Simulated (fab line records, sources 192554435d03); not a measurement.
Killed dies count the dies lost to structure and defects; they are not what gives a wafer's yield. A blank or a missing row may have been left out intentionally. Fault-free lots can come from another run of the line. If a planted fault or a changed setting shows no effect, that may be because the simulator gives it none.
Code-filled problem report in 8D (eight disciplines) form | flow n5-finfet | the parts of the form that need people (team, actions taken, sign-off) are left out
Where a reading is given only as a bound, like >300, the bound stands for it, and a mean or a difference that rests on one is marked > or <: the true number lies beyond.

== 1. THE ISSUE ==
raw-defect-count at N5_BEOL_M15_INSPECT_30 reads a mean of >300 on 6 wafers of 2 lots; wafers without a fault read 2.2 with a standard deviation of 1.5. So: +99 or more standard deviations from the usual mean.
The step: inspects for defects (macro).
First observed at day 14 22:21: wafer L743.1, on defect-inspect-02. Wafers with a number at this step in the record: 29, from 10 lots. The rule behind "out" and "out of limits": a value lying over 4 standard deviations away from the usual mean. Any other wafer with a number is counted as sound.

== 2. WHAT IT IS, AND WHAT IT ISN'T ==
question                    | is                                   | is not
which readings at this step | raw-defect-count                     | -
which lots                  | L743, L744                           | L729, L732, L734, L735, L737, L745, L747, L749
which wafers of those lots  | all that have a number               | -
read on which gauges        | defect-inspect-01, defect-inspect-02 | -
when                        | from day 14 22:21                    | up to then (14 sound wafers); but 9 sound wafers of L745, L747, L749 came after

== 3. SUSPECTS, AND WHAT RULES EACH OUT ==
Counting: any tool at a process step up to the reading is kept as a suspect provided that every lot that is out went through it and no sound lot did after the first of them.
- ruled out: the gauge at N5_BEOL_M15_INSPECT_30. The wafers that are out were read on 2 gauges (defect-inspect-01, defect-inspect-02).
- rie-diel-01 at N5_BEOL_M15_VIA_ETCH_16 (etches SiO2 in C4F8/O2/Ar, target depth 1792.2 nm): kept. Every lot that is out went through it, starting with L743 (day 14 20:48), and after that it ran no sound lot; the last sound lot it ran before then is L734 (day 12 14:29).
Left after counting: rie-diel-01 at N5_BEOL_M15_VIA_ETCH_16.

== 4. THE CAUSE (what the simulator had put in) ==
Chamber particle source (rie-diel-01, N5_BEOL_M15_VIA_ETCH_16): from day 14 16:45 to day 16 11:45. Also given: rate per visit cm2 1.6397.
After counting, this tool was the only one left.

== 5. THE EFFECT CHAIN, in route order ==
Rows list readings where the struck wafers' mean (over those with a number) sits beyond 3 standard deviations from the usual. Scope: only readings with a usual standard deviation given in the record; hours: median across lots of the time from each lot's start at the first step in this table that gives one to its start at this step; sigmas: change in usual standard deviations.
hours | step                    | reading              | usual  | on struck wafers | change | sigmas
0     | N5_BEOL_M15_INSPECT_30  | raw-defect-count     | 2.2    | >300             | >+298  | +99 or more
17    | N5_PASSIVATION_PROBE_49 | defect-limited-yield | 90.9 % | 83.8             | -7.1   | -4.7
17    | N5_PASSIVATION_PROBE_49 | killed_at_M4_up      | 13     | 101              | +88    | +20
17    | N5_PASSIVATION_PROBE_49 | killed-dies          | 107    | 191              | +84    | +4.7
17    | N5_PASSIVATION_PROBE_49 | killed-on-rim        | 14     | 32               | +18    | +4.3
17    | N5_PASSIVATION_PROBE_49 | sort_bin_5_function  | 5.3 %  | 9.3              | +4.0   | +3.6
17    | N5_PASSIVATION_PROBE_49 | sort-n-pass          | 1073   | 989              | -84    | -4.7
17    | N5_PASSIVATION_PROBE_49 | sort-yield-pct       | 90.9 % | 83.8             | -7.1   | -4.7
Process steps it contains:
- N5_PASSIVATION_PROBE_49

== 6. HOW IT WOULD HAVE BEEN CAUGHT EARLIER ==
The first out-of-limits reading at a measuring or inspecting step in this record came at day 14 22:21, 6 hours after the fault's start at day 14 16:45.
No tool reading at N5_BEOL_M15_VIA_ETCH_16 that has a usual standard deviation in the record was out on any struck wafer, so an alarm limit of 4 standard deviations on those readings would not have fired.
Among the 2 lots that are out, L744 began N5_BEOL_M15_VIA_ETCH_16 on rie-diel-01 after day 14 22:21. A hold on the tool at that time would have spared it.
